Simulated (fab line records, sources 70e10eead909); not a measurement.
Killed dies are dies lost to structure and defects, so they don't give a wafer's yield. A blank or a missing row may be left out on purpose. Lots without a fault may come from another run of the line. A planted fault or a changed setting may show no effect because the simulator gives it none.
A struck lot beside a sound one | flow nand_harc | 26 steps out of a route of 1302
Sound: wafers L309.1, L309.3, L309.6. Struck: wafers L311.1, L311.2, L311.3. The cause comes at the end.
At each step with rows: each side's tool, then ch and its chambers, then its first start. Under that, the readings that differ: sound wafers | struck wafers | difference of the means | sigmas: that difference in standard deviations of wafers without a fault.
alike: readings whose means differ by less than 2 such deviations, and words and numbers that are the same on both sides. not compared: withheld readings, readings that some wafer has no value for, bounds like >300 that may hide the same value, and numbers for which the record gives no deviation and whose values overlap.
The two part at a step that has a row with sigmas, a row that says differs or no value, or rows on one side only. Numbers that don't overlap but have no deviation are shown without sigmas and don't part them. A reading that every wafer of one side lacks parts them only if that side has two wafers or more.

NHARC_A_CHANNEL_HOLE_D1_INSPECT_12:
  sound on defect_inspect-01, day 15 07:31; struck on defect_inspect-01, day 17 04:02
  alike: raw_defect_count
NHARC_A_CHANNEL_HOLE_D1_DESCUM_15: chemistry O2, time 3 s.
  sound on rie_diel-01 ch 2,3, day 15 07:35; struck on rie_diel-11 ch 0,1,2, day 17 04:06
  alike: drypump_motor_current_A, o2_flow_sccm, oes_product_au, rf_vpp_V, showerhead_plenum_p_Torr, throttle_valve_pct
  not compared: rf_hours_counter_h
NHARC_A_CHANNEL_HOLE_D1_ETCH_38: etches the open film in CF4, target depth 39 nm, time 65 s.
  sound on rie_diel-01 ch 0,2, day 15 07:41; struck on rie_diel-11 ch 0,1,2, day 17 04:14
  reading                         | sound             | struck            | difference | sigmas
  rf_vpp_V (V)                    | 152.4 151.4 151.9 | 148.6 149.6 148.5 | -3.0       | -3
  showerhead_plenum_p_Torr (Torr) | 1.90 1.82 1.82    | 1.73 1.73 1.69    | -0.13      | -3
  alike: bias_w, cf4_flow_sccm, drypump_motor_current_A, oes_product_au, throttle_valve_pct
  not compared: rf_hours_counter_h
NHARC_A_CHANNEL_HOLE_D1_ETCH_39: etches the open film in N2/H2, target depth 260 nm, time 325 s.
  sound on rie_diel-01 ch 1,2,3; struck on rie_diel-11 ch 0,1,3
  alike: bias_w, chamber_pressure_mTorr, drypump_motor_current_A, oes_product_au, rf_vpp_V, showerhead_plenum_p_Torr, throttle_valve_pct
  not compared: rf_hours_counter_h
then, 2 steps without rows for these wafers: NHARC_A_CHANNEL_HOLE_D1_ETCH_34 (etches the open film in CF4/CHF3, target depth 154 nm, time 77 s); NHARC_A_CHANNEL_HOLE_D1_ETCH_16 (etches the open film in O2/COS, target depth 3100 nm, time 806 s).
NHARC_A_CHANNEL_HOLE_D1_CD_MEAS_18:
  sound on cd_sem-01, day 15 08:41; struck on cd_sem-02, day 17 05:17
  reading    | sound            | struck         | difference | sigmas
  cd_nm (nm) | 102.4 102.8 99.9 | 99.0 93.6 96.3 | -5.4       | -3
then, 1 step without rows for these wafers: NHARC_A_CHANNEL_HOLE_D1_ETCH_19 (etches the open film in C4F8/O2/Ar, time 34.5 s).
NHARC_A_CHANNEL_HOLE_D1_ETCH_20: etches the open film in C4F8/O2/Ar, time 361.9 s, target depth 1600 nm.
  sound on har_etch-01 ch 0,1, day 15 08:53; struck on har_etch-01 ch 0,1, day 17 05:29
  alike: c4f8_flow_sccm, chamber_pressure_mTorr, drypump_motor_current_A, o2_flow_sccm, showerhead_plenum_p_Torr, throttle_valve_pct
  not compared: rf_hours_counter_h
then, 2 steps without rows for these wafers: NHARC_A_CHANNEL_HOLE_D1_ETCH_21 (etches the open film in C4F8/O2/Ar, time 514.3 s, target depth 1600 nm); NHARC_A_CHANNEL_HOLE_D1_ETCH_22 (etches the open film in C4F8/O2/Ar, time 666.7 s, target depth 1600 nm).
NHARC_A_CHANNEL_HOLE_D1_ETCH_23: etches the open film in C4F8/O2/Ar, time 819 s, target depth 1600 nm.
  sound on har_etch-01 ch 0,1, day 15 10:13; struck on har_etch-01 ch 0,1, day 17 06:48
  alike: c4f8_flow_sccm, chamber_pressure_mTorr, drypump_motor_current_A, o2_flow_sccm, showerhead_plenum_p_Torr, throttle_valve_pct
  not compared: rf_hours_counter_h
NHARC_A_CHANNEL_HOLE_D1_ETCH_24: etches the open film in C4F8/O2/Ar, time 906.2 s, target depth 1500 nm.
  sound on har_etch-01 ch 0,1, day 15 10:55; struck on har_etch-01 ch 0,1, day 17 07:29
  no value came back on the struck wafers for any of 6 readings (c4f8_flow_sccm (sccm), chamber_pressure_mTorr (mTorr) and others); on the sound wafers c4f8_flow_sccm (sccm) reads 93.95 93.80 94.08
  not compared: rf_hours_counter_h
then, 6 steps without rows for these wafers: NHARC_A_CHANNEL_HOLE_D1_ETCH_25 (etches the open film in C4F8/O2/Ar, time 1040.2 s, target depth 1500 nm); NHARC_A_CHANNEL_HOLE_D1_ETCH_26 (etches the open film in C4F8/O2/Ar, time 224.1 s, target depth 300 nm); NHARC_A_CHANNEL_HOLE_D1_ETCH_33 (etches the open film in C4F8/O2/Ar, time 90 s, target depth 400 nm); NHARC_A_CHANNEL_HOLE_D1_STRIP_41 (strips in N2/H2); NHARC_A_CHANNEL_HOLE_D1_STRIP_42 (strips in CF4/CHF3); NHARC_A_CHANNEL_HOLE_D1_STRIP_43 (strips in O2/COS).
NHARC_A_CHANNEL_HOLE_D1_ETCH_44: etches the open film in CF4/O2, target depth 140 nm, overetch 14 nm, time 77 s.
  sound on rie_diel-01 ch 0,3, day 15 13:29; struck on rie_diel-11 ch 0,1,3, day 17 10:06
  alike: bias_w, cf4_flow_sccm, drypump_motor_current_A, o2_flow_sccm, oes_product_au, rf_vpp_V, showerhead_plenum_p_Torr, throttle_valve_pct
  not compared: rf_hours_counter_h, model.A_CHANNEL_HOLE_D1.cd_nm
then, 3 steps without rows for these wafers: NHARC_A_CHANNEL_HOLE_D1_STRIP_27 (strips in O2); NHARC_A_CHANNEL_HOLE_D1_PRECLEAN_28 (cleans in SC1); NHARC_A_CHANNEL_HOLE_D1_SRD_29.
NHARC_A_CHANNEL_HOLE_D1_CD_MEAS_30:
  sound on cd_sem-01, day 15 14:17; struck on cd_sem-03, day 17 10:54
  reading    | sound          | struck       | difference | sigmas
  cd_nm (nm) | 90.7 87.5 89.1 | 1.4 0.2 -0.4 | -88.7      | -68
NHARC_A_CHANNEL_HOLE_D1_XSEM_31:
  sound on xsem-02 ch 0, day 15 14:22; struck on xsem-01 ch 0, day 17 10:59
  reading        | sound          | struck      | difference | sigmas
  bot_cd_nm (nm) | 75.6 72.9 75.0 | 1.4 0.4 0.0 | -73.9      | -53
  bow_nm (nm)    | 8.3 8.2 8.3    | 1.1 1.0 1.1 | -7.2       | -23
  alike: tilt_deg
NHARC_A_CHANNEL_HOLE_D1_INSPECT_40:
  sound on defect_inspect-01, day 15 14:28; struck on defect_inspect-01, day 17 11:05
  alike: raw_defect_count

WHERE THEY PART
First at NHARC_A_CHANNEL_HOLE_D1_ETCH_38; last, within this record, at NHARC_A_CHANNEL_HOLE_D1_XSEM_31. Later steps at which nothing parts them and some readings are alike: NHARC_A_CHANNEL_HOLE_D1_INSPECT_40.

WHY: what the simulator had put in
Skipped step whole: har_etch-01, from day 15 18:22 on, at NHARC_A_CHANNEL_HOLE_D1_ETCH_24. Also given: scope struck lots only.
